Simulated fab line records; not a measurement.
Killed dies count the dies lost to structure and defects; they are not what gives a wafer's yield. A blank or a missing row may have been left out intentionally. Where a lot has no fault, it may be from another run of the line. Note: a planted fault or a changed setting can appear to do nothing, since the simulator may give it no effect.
A lot that was struck, set against a sound lot + flow n5_finfet + 19 out of 1938 route steps
Sound: these wafers, L918.1, L918.5, L918.6. Struck: wafer L931.3 (left out: L931.4, L931.5 of the same lot, which were not struck); the cause appears at the end.
Each step with rows lists, per side, the tool, then ch with its chambers, then its first start. Under that, the readings that differ: sound wafers + struck wafers + difference of the means + sigmas: that difference in standard deviations of wafers without a fault.
alike: readings with means less than 2 such deviations apart, plus words and numbers identical on both sides. not compared: withheld readings, readings lacking a value on some wafer, bounds such as >300 that could conceal the same value, and numbers that have no deviation in the record and whose values overlap.
A row with sigmas, a row that says differs or no value, or rows on one side alone: a step with any of these is where the two part. Numbers that don't overlap but have no deviation are shown without sigmas and don't part them. Lack of a reading on every wafer of one side parts them only where that side has two or more wafers.

N5_BEOL_M3_INSPECT_30: inspects for defects (brightfield).
  sound on defect_inspect-02, day 7 06:20; struck on defect_inspect-02, day 10 17:39
  alike: raw_defect_count
then, 1 step without rows for these wafers: N5_BEOL_M3_DESCUM_33 (chemistry O2, time 7 s).
N5_BEOL_M3_ETCH_77: etches underlayer in N2/H2, target depth 6.5 nm, time 5.2 s.
  sound on rie_diel-03 ch 2,3, day 7 06:24; struck on rie_diel-01 ch 2, day 10 17:43
  alike: drypump_motor_current_A, etch_rf_on_time_s, oes_product_au, rf_fwd_power_W, rf_vpp_V, showerhead_plenum_p_Torr, throttle_valve_pct
  not compared: rf_hours_counter_h
then, 2 steps without rows for these wafers: N5_BEOL_M3_ETCH_69 (etches SiARC in CF4, target depth 15.6 nm, time 26 s); N5_BEOL_M3_ALD_98 (deposits SiO2, target thk 2.5 nm, pulse time 1 s, co reactant pulse time 1 s).
N5_BEOL_M3_ETCHBACK_99: etches SiO2 in CHF3, target depth 5 nm, time 10.4 s.
  sound on rie_diel-02 ch 1,2, day 7 08:59; struck on rie_diel-02 ch 1, day 10 21:22
  alike: CHF3_flow_sccm, drypump_motor_current_A, oes_product_au, rf_vpp_V, showerhead_plenum_p_Torr, throttle_valve_pct
  not compared: rf_hours_counter_h
N5_BEOL_M3_ETCH_70: etches SOC in N2/H2, target depth 80 nm, overetch 16 nm, time 120 s.
  sound on rie_diel-02 ch 1,2, day 7 09:01; struck on rie_diel-02 ch 1, day 10 21:24
  alike: drypump_motor_current_A, oes_product_au, rf_fwd_power_W, rf_vpp_V, showerhead_plenum_p_Torr, throttle_valve_pct
  not compared: rf_hours_counter_h
then, 4 steps without rows for these wafers: N5_BEOL_M3_STRIP_71 (strips in N2/H2); N5_BEOL_M3_STRIP_78 (strips in N2/H2); N5_BEOL_M3_VIA_ETCH_34 (etches the open film in C4F6/O2, target depth 69.4 nm, time 65.9 s); N5_BEOL_M3_STRIP_83 (strips in C4F6/O2).
N5_BEOL_M3_STRIP_36: strips in N2/H2.
  sound on rie_diel-02 ch 1,2, day 7 09:11; struck on rie_diel-02 ch 1, day 10 21:34
  alike: drypump_motor_current_A, oes_product_au, rf_vpp_V, showerhead_plenum_p_Torr, throttle_valve_pct
  not compared: rf_hours_counter_h
N5_BEOL_M3_TRENCH_ETCH_37: etches SiOC in C4F6/O2, target depth 55.555 nm, time 29.2 s.
  sound on rie_diel-02 ch 1,2, day 7 09:13; struck on rie_diel-02 ch 1, day 10 21:36
| reading                             | sound             | struck | difference | sigmas |
|-------------------------------------|-------------------|--------|------------|--------|
| rf_fwd_power_W (W)                  | 350.5 351.7 349.7 | 434.3  | +83.7      | +46    |
| rf_vpp_V (V)                        | 638 639 663       | 596    | -51        | -3     |
| model.BEOL_M3.feature_depth_nm (nm) | 54.2 54.2 56.4    | 59.4   | +4.5       |        |
| model.etch.depth_nm (nm)            | 54.23 54.12 56.43 | 59.43  | +4.50      |        |
  alike: O2_flow_sccm, drypump_motor_current_A, oes_product_au, showerhead_plenum_p_Torr, throttle_valve_pct
  not compared: rf_hours_counter_h
N5_BEOL_M3_ETCH_41: etches SiCN in CH3F/O2, target depth 29.9 nm, time 52.5 s.
  sound: rie_diel-02 ch 1,2; struck: rie_diel-02 ch 1
  alike: O2_flow_sccm, drypump_motor_current_A, oes_product_au, rf_fwd_power_W, rf_vpp_V, showerhead_plenum_p_Torr, throttle_valve_pct
  not compared: rf_hours_counter_h
then, 1 step without rows for these wafers: N5_BEOL_M3_STRIP_97 (strips in N2/H2, time 10 s).
N5_BEOL_M3_OCD_MEAS_38:
  sound on ocd-02, day 7 09:22; struck on ocd-01, day 10 21:45
| reading              | sound          | struck | difference | sigmas |
|----------------------|----------------|--------|------------|--------|
| trench_depth_nm (nm) | 54.2 54.5 56.1 | 59.4   | +4.5       | +4     |
then, 1 step without rows for these wafers: N5_BEOL_M3_HM_STRIP_39 (strips TiN in peroxide tin strip, target depth 25 nm, time 158 s).
N5_BEOL_M4_RC_MEAS_101:
  sound on prober-01 ch 0, day 8 10:17; struck on prober-01 ch 0, day 11 09:24
| reading        | sound          | struck | difference | sigmas |
|----------------|----------------|--------|------------|--------|
| DIBL_N (mV/V)  | 37.4 37.5 39.0 | 33.4   | -4.6       | -3     |
| IOFF_P (nA/um) | 0.24 0.25 0.27 | 0.15   | -0.10      | -3     |
| ION_P (uA/um)  | 473 467 465    | 441    | -27        | -3     |
| SS_N (mV/dec)  | 71.9 71.8 72.2 | 70.5   | -1.5       | -3     |
| VT_P (mV)      | -249 -246 -247 | -258   | -11        | -3     |
  alike: DIBL_P, IOFF_N, ION_N, SS_P, VT_N
N5_PASSIVATION_PROBE_49:
  the record has rows for the sound wafers here (prober-01, day 12 17:38) and none for the struck ones

== WHERE THEY PART ==
Last at N5_PASSIVATION_PROBE_49 as far as this record goes, first at N5_BEOL_M3_TRENCH_ETCH_37.

WHY: whatever the simulator had introduced
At N5_BEOL_M3_TRENCH_ETCH_37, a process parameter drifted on rie_diel-02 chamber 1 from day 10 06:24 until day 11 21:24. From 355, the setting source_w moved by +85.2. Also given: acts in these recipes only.
